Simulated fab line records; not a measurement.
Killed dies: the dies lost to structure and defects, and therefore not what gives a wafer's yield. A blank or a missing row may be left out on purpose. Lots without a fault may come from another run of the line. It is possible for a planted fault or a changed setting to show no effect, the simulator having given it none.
fab line records    flow nand-harc
record lots=11  wafers=33  last-day=34
route steps=1302 shown P_ZERO_WELL@17 P_STI@88
lots that met no fault: taken from a fault-free run of the same line
start-h: hours from the record's opening day to when the first of the lot's shown wafers began    wait-h: hours from the lot's prior step to this one    " repeats the value in the row above    L1.1+2: a row that stands for several wafers    - no value present, or no start provided    * or withheld: withheld    < > ~ a bound
route shown NAME@n: NAME is a module with steps in the file, n the number in the route of the first one    usual: average and standard deviation across the fault-free wafers    same: alike in all rows    chamber/n: place in a boat    sites: the reading at each site    _std_site: how widely they spread, as a standard deviation    _edge_site: mean of outer sites minus mean of inner sites    radius-mm: for every site, how far away it sits from the centre of the wafer    mask NAME#n: copy n    behind: the most recent tool/chamber to have shaped the wafer    hold: what put the lot on hold/how long, in hours/how the hold closed    device: names the non-switching transistor (n, p or np)    end of line: the route-end tests of the same wafers    step lacking rows: just its recipe    killed: at the first sort, the dies lost to defects and structure; wafer yield is something else    map: a wafer's dies, x killed, . not, _ none there
set.NAME: the setting that was run; set.NAME@STEP: the one run at that earlier step    model.NAME: the simulator's own value behind a step, which no gauge read
a sample of lots followed through the steps of the route, with each step as a table and each wafer as a row
services: the hour from which a tool's chamber was out of use, counted from the record's first day as start-h (under 0 if before that day), plus the number of hours and why
## steps
# step NHARC_P_ZERO_WELL_ETCH_65
# recipe target-depth-a=800  overetch-a=240  time-s=87.88  ion-energy-ev=200  n2-flow-sccm=150  h2-flow-sccm=150  ar-flow-sccm=0  rf-w=400  bias-w=150  chemistry=N2/H2
# usual drypump-motor-current-A=5.8/0.5  oes-product-au=1.003/0.01  rf-vpp-V=429.6/2.7  showerhead-plenum-p-Torr=2.01/0.09  throttle-valve-pct=14.172/0.0094
lot.wafer  tool         chamber  start-h  wait-h  drypump-motor-current-A  oes-product-au  rf-hours-counter-h  rf-vpp-V  showerhead-plenum-p-Torr  throttle-valve-pct
L988.2     rie-diel-11  2        41.54    0.1     5.6                      0.992           46                  427.9     1.93                      14.175
L988.1     "            3        "        "       5.9                      1.014           44                  426.8     1.91                      14.172
L988.6     "            0        "        "       6.4                      1.006           -                   431.7     2.05                      14.169
L989.2     rie-diel-05  1        51.51    0.1     6.6                      0.997           56                  430.9     2.02                      14.176
L989.5     "            2        "        "       6.3                      0.998           -                   428.2     1.97                      14.165
L989.6     "            3        "        "       4.9                      1.001           -                   427.1     1.92                      14.171
L991.1     rie-diel-11  0        71.51    0.1     6.4                      1.006           48                  430.6     2.05                      14.176
L991.3     "            1        "        "       5.8                      1.000           52                  432.8     2.15                      14.177
L991.6     "            2        "        "       5.6                      1.005           -                   426.8     1.93                      14.159
L992.3     rie-diel-05  2        81.37    0.1     6.3                      1.006           10                  428.6     1.97                      14.165
L992.2     "            3        "        "       5.0                      1.018           8                   426.7     1.92                      14.162
L992.5     "            1        "        "       6.6                      1.007           -                   430.2     2.01                      14.164
L993.3     rie-diel-05  1        91.51    0.1     6.6                      0.989           13                  429.8     2.01                      14.178
L993.6     "            2        "        "       6.3                      0.995           -                   427.8     1.97                      14.182
L993.5     "            3        "        "       4.9                      1.003           -                   428.5     1.92                      14.176
L102.2     rie-diel-11  3        181.65   0.1     5.9                      1.016           32                  425.9     1.90                      14.155
L102.4     "            0        "        "       6.5                      1.007           32                  429.8     2.03                      14.187
L102.5     "            1        "        "       5.8                      0.987           -                   432.6     2.14                      14.149
L104.4     rie-diel-04  3        201.55   0.1     6.3                      0.997           3                   432.0     2.05                      14.168
L104.5     "            2        "        "       5.7                      0.998           -                   430.0     2.07                      14.163
L104.6     "            3        "        "       6.3                      0.980           -                   430.6     2.05                      14.182
L105.1     rie-diel-05  3        212.03   0.1     4.9                      1.010           52                  427.1     1.90                      14.167
L105.3     "            0        "        "       5.5                      1.006           35                  433.0     2.14                      14.173
L105.4     "            1        "        "       6.6                      1.014           60                  430.3     2.00                      14.147
L107.4     rie-diel-04  1        231.46   0.1     5.4                      0.996           12                  436.4     2.21                      14.170
L107.5     "            3        "        "       6.2                      1.010           -                   432.1     2.05                      14.177
L107.6     "            0        "        "       5.2                      0.998           -                   427.5     1.94                      14.166
L108.3     rie-diel-04  3        241.55   0.1     6.3                      1.005           16                  428.9     2.05                      14.166
L108.2     "            1        "        "       5.3                      1.001           15                  436.1     2.21                      14.170
L108.6     "            2        "        "       5.7                      0.996           -                   431.3     2.06                      14.185
L109.2     rie-diel-11  2        251.40   0.1     5.5                      1.010           56                  427.3     1.91                      14.186
L109.3     "            3        "        "       5.9                      1.018           58                  427.1     1.89                      14.182
L109.5     "            1        "        "       5.8                      0.996           -                   434.3     2.13                      14.182
# step NHARC_P_ZERO_WELL_ETCH_62
# recipe target-depth-a=130  time-s=6.5  chf3-flow-sccm=50  ar-flow-sccm=200  rf-w=500  bias-w=200  chemistry=CHF3/Ar
# usual drypump-motor-current-A=5.8/0.49  oes-product-au=0.958/0.017  rf-vpp-V=370.1/2.3  showerhead-plenum-p-Torr=2.32/0.1  throttle-valve-pct=20.217/0.0097
lot.wafer  tool         chamber  start-h  wait-h  drypump-motor-current-A  oes-product-au  rf-hours-counter-h  rf-vpp-V  showerhead-plenum-p-Torr  throttle-valve-pct
L988.2     rie-diel-11  2        -        -       5.5                      0.959           46                  369.2     2.23                      20.209
L988.1     "            3        "        "       5.8                      0.966           44                  368.4     2.21                      20.214
L988.6     "            2        "        "       5.5                      0.971           -                   369.6     2.23                      20.235
L989.2     rie-diel-05  3        -        -       4.9                      0.976           42                  367.1     2.21                      20.240
L989.6     "            3        "        "       4.9                      0.971           -                   366.8     2.21                      20.223
L989.5     "            0        "        "       5.5                      0.961           -                   372.8     2.46                      20.210
L991.3     rie-diel-11  3        -        -       5.8                      0.993           51                  368.5     2.21                      20.219
L991.1     "            1        "        "       5.8                      0.967           52                  373.0     2.46                      20.232
L991.6     "            3        "        "       5.8                      0.990           -                   366.8     2.21                      20.219
L992.2     rie-diel-05  0        -        -       5.5                      0.970           7                   371.6     2.46                      20.214
L992.3     "            2        "        "       6.3                      0.982           10                  369.1     2.27                      20.219
L992.5     "            1        "        "       6.6                      0.975           -                   369.5     2.32                      20.230
L993.3     rie-diel-05  1        -        -       6.6                      0.948           13                  369.9     2.31                      20.231
L993.6     "            0        "        "       5.5                      0.979           -                   373.2     2.46                      20.202
L993.5     "            1        "        "       6.7                      0.956           -                   369.7     2.31                      20.220
L102.4     rie-diel-11  0        -        -       6.4                      0.947           32                  370.6     2.34                      20.221
L102.2     "            3        "        "       5.8                      0.960           32                  367.3     2.19                      20.219
L102.5     "            1        "        "       5.8                      0.929           -                   372.9     2.45                      20.202
L104.4     rie-diel-04  0        -        -       5.2                      0.962           3                   368.2     2.24                      20.214
L104.6     "            3        "        "       6.2                      0.942           -                   370.6     2.35                      20.229
L104.5     "            0        "        "       5.2                      0.961           -                   368.5     2.24                      20.214
L105.3     rie-diel-05  3        -        -       4.9                      0.954           52                  368.2     2.20                      20.236
L105.1     "            0        "        "       5.5                      0.943           35                  373.3     2.45                      20.221
L105.4     "            2        "        "       6.3                      0.947           62                  367.7     2.25                      20.229
L107.4     rie-diel-04  3        -        -       6.3                      0.954           13                  371.1     2.35                      20.223
L107.5     "            1        "        "       5.3                      0.948           -                   376.1     2.53                      20.212
L107.6     "            2        "        "       5.7                      0.949           -                   371.9     2.37                      20.231
L108.3     rie-diel-04  0        -        -       5.2                      0.930           14                  369.2     2.24                      20.210
L108.2     "            2        "        "       5.7                      0.950           17                  371.7     2.37                      20.210
L108.6     "            3        "        "       6.3                      0.940           -                   371.0     2.35                      20.228
L109.2     rie-diel-11  0        -        -       6.4                      0.963           56                  370.8     2.33                      20.210
L109.3     "            2        "        "       5.6                      0.983           56                  368.7     2.20                      20.225
L109.5     "            0        "        "       6.4                      0.965           -                   370.9     2.33                      20.195
# step NHARC_P_ZERO_WELL_EXPOSE_21
# recipe na=0.6  target-cd-nm=720  dose-mj=22.31  mask-id=P_NWELL
lot.wafer   tool            chamber  start-h  wait-h  mask
L988.1+2+6  krf-scanner-01  0        42.50    -       P_NWELL#0
L989.2+5+6  krf-scanner-01  0        52.31    -       P_NWELL#0
L991.1+3+6  krf-scanner-01  0        72.44    -       P_NWELL#0
L992.2+3+5  krf-scanner-01  0        82.20    -       P_NWELL#0
L993.3+5+6  krf-scanner-02  0        92.44    -       P_NWELL_R1#0
L102.2+4+5  krf-scanner-02  0        182.49   -       P_NWELL#0
L104.4+5+6  krf-scanner-02  0        202.52   -       P_NWELL#0
L105.1+3+4  krf-scanner-02  0        212.89   -       P_NWELL#0
L107.4+5+6  krf-scanner-02  0        232.45   -       P_NWELL#0
L108.2+3+6  krf-scanner-04  0        242.55   -       P_NWELL#0
L109.2+3+5  krf-scanner-02  0        252.37   -       P_NWELL#0
# step NHARC_P_ZERO_WELL_CD_MEAS_24
# recipe target-cd-nm=720  landing-energy-ev=500
# usual cd-nm=719.6/1.8
lot.wafer  tool       chamber  start-h  wait-h  cd-nm
L988.1     cd-sem-01  0        42.66    -       722.4
L988.2     "          0        "        "       720.4
L988.6     "          0        "        "       715.9
L989.2     cd-sem-03  0        52.46    -       720.6
L989.5     "          0        "        "       717.4
L989.6     "          0        "        "       723.5
L991.1     cd-sem-02  0        72.59    -       719.3
L991.3     "          0        "        "       715.8
L991.6     "          0        "        "       720.0
L992.2     cd-sem-02  0        82.35    -       720.7
L992.3     "          0        "        "       720.1
L992.5     "          0        "        "       718.9
L993.3     cd-sem-01  0        92.59    -       698.5
L993.5     "          0        "        "       698.2
L993.6     "          0        "        "       698.4
L102.2     cd-sem-03  0        182.64   -       719.9
L102.4     "          0        "        "       719.6
L102.5     "          0        "        "       720.9
L104.4     cd-sem-02  0        202.67   -       716.9
L104.5     "          0        "        "       717.9
L104.6     "          0        "        "       718.3
L105.1     cd-sem-03  0        213.05   -       723.4
L105.3     "          0        "        "       720.4
L105.4     "          0        "        "       720.7
L107.4     cd-sem-03  0        232.60   -       718.7
L107.5     "          0        "        "       718.4
L107.6     "          0        "        "       718.2
L108.2     cd-sem-03  0        242.71   -       717.9
L108.3     "          0        "        "       719.3
L108.6     "          0        "        "       720.6
L109.2     cd-sem-01  0        252.52   -       717.1
L109.3     "          0        "        "       721.8
L109.5     "          0        "        "       718.9
# step NHARC_P_STI_ETCH_42
# recipe target-depth-a=800  overetch-a=240  time-s=61  ion-energy-ev=200  n2-flow-sccm=150  h2-flow-sccm=150  ar-flow-sccm=0  rf-w=400  bias-w=150  chemistry=N2/H2
# usual drypump-motor-current-A=5.6/0.53  oes-product-au=1.000/0.0095  rf-vpp-V=429.9/2.5  showerhead-plenum-p-Torr=2.02/0.088  throttle-valve-pct=14.172/0.0092
lot.wafer  tool         chamber  start-h  wait-h  drypump-motor-current-A  oes-product-au  rf-hours-counter-h  rf-vpp-V  showerhead-plenum-p-Torr  throttle-valve-pct
L988.2     rie-diel-08  3        65.41    0.1     5.9                      0.982           2                   434.3     2.18                      14.161
L988.1     "            0        "        "       6.3                      1.006           1                   431.1     2.03                      14.185
L988.6     "            0        "        "       6.3                      1.009           -                   432.2     2.03                      14.187
L989.2     rie-diel-06  0        73.45    0.1     6.1                      1.011           12                  428.5     1.92                      14.170
L989.6     "            2        "        "       4.7                      1.002           -                   429.0     1.99                      14.167
L989.5     "            3        "        "       5.5                      0.991           -                   432.6     2.16                      14.180
L991.1     rie-diel-02  1        94.20    0.1     5.2                      0.990           2                   427.4     1.92                      14.156
L991.3     "            2        "        "       5.8                      1.008           2                   432.4     2.12                      14.170
L991.6     "            3        "        "       6.3                      0.994           -                   431.4     2.09                      14.187
L992.3     rie-diel-08  0        106.10   0.1     6.3                      1.016           3                   430.4     2.03                      14.176
L992.2     "            2        "        "       4.9                      0.999           3                   426.9     1.97                      14.178
L992.5     "            1        "        "       4.9                      1.019           -                   429.3     2.02                      14.163
L993.3     rie-diel-02  3        117.62   0.1     6.3                      0.993           4                   431.2     2.09                      14.158
L993.5     "            0        "        "       5.7                      0.993           -                   425.9     1.93                      14.189
L993.6     "            1        "        "       5.2                      0.995           -                   426.0     1.92                      14.172
L102.2     rie-diel-02  2        206.23   0.1     5.7                      1.012           10                  433.4     2.12                      14.172
L102.4     "            3        "        "       6.3                      1.005           10                  431.7     2.09                      14.172
L102.5     "            0        "        "       5.7                      1.008           -                   427.0     1.92                      14.177
L104.5     rie-diel-08  3        224.59   0.1     5.9                      0.986           -                   434.2     2.18                      14.156
L104.4     "            0        "        "       6.3                      0.996           -                   430.7     2.03                      14.177
L104.6     "            2        "        "       4.9                      0.993           -                   428.3     1.96                      14.182
L105.1     rie-diel-02  1        238.75   0.1     5.3                      1.003           2                   426.4     1.91                      14.158
L105.4     "            3        "        "       6.3                      1.010           2                   433.1     2.08                      14.174
L105.3     "            0        "        "       5.7                      1.012           2                   426.5     1.92                      14.167
L107.4     rie-diel-06  2        254.23   0.1     4.8                      1.002           -                   428.5     1.99                      14.175
L107.5     "            0        "        "       6.1                      1.002           -                   427.4     1.91                      14.164
L107.6     "            1        "        "       5.7                      0.978           -                   429.1     1.99                      14.163
L108.2     rie-diel-06  3        265.86   0.1     5.5                      1.005           9                   432.8     2.16                      14.166
L108.3     "            1        "        "       5.7                      0.998           12                  428.0     1.99                      14.184
L108.6     "            2        "        "       4.7                      1.006           -                   429.1     1.99                      14.171
L109.2     rie-diel-06  0        274.14   0.1     6.1                      1.010           11                  425.6     1.91                      14.156
L109.3     "            1        "        "       5.7                      1.002           12                  427.8     1.99                      14.171
L109.5     "            0        "        "       6.1                      1.006           -                   426.9     1.91                      14.179
## services
tool            chamber  start-h  hours  kind
krf-scanner-02  -        21.16    7.8    repair
rie-diel-05     3        23.08    4.5    repair
rie-diel-02     -        39.70    9.0    pm
krf-scanner-01  -        47.52    1.3    repair
rie-diel-05     -        52.65    9.0    pm
rie-diel-11     0        52.67    9.7    repair
krf-scanner-02  -        75.76    1.0    repair
rie-diel-11     -        78.63    9.0    pm
rie-diel-06     1        78.85    4.0    repair
krf-scanner-02  -        94.02    4.0    pm
krf-scanner-02  -        112.16   2.4    repair
krf-scanner-01  -        121.79   0.7    repair
krf-scanner-02  -        128.11   1.4    repair
rie-diel-06     -        130.23   9.0    pm
rie-diel-05     0        133.98   3.9    repair
rie-diel-04     1        151.58   1.9    repair
rie-diel-04     1        157.93   2.0    repair
rie-diel-05     0        159.05   37.6   repair
rie-diel-05     1        168.30   2.3    repair
rie-diel-04     -        177.90   9.0    pm
rie-diel-11     1        209.86   6.0    repair
rie-diel-05     -        229.65   9.0    pm
rie-diel-11     -        255.63   9.0    pm
krf-scanner-02  -        266.02   4.0    pm
## key
first-sign step=NHARC_P_ZERO_WELL_EXPOSE_21  reading=mask  direction=changed
effect step=NHARC_P_ZERO_WELL_CD_MEAS_24  reading=cd-nm  direction=down  sigmas=12  usual=719.6  struck=698.4
met-at NHARC_P_ZERO_WELL_EXPOSE_21
struck-lots L993
tester-left-out L993
not-acting-at NHARC_P_ZERO_WELL_ETCH_65,NHARC_P_ZERO_WELL_ETCH_62,NHARC_P_STI_ETCH_42
fault kind=wrong-mask  tool=any  chamber=-  onset-h=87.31  steps=NHARC_P_ZERO_WELL_EXPOSE_21  aux-copy=P_NWELL_R1#0  cd-offset-nm=-22.32  scope=struck-lots-only
# tester-left-out: of these lots the tester's yield and bins aren't shown, on N5 and GAA mostly nor the transistor test; their killed dies are dies lost to structure and defects alone, not to doping, threshold or leakage, so they don't give the yield
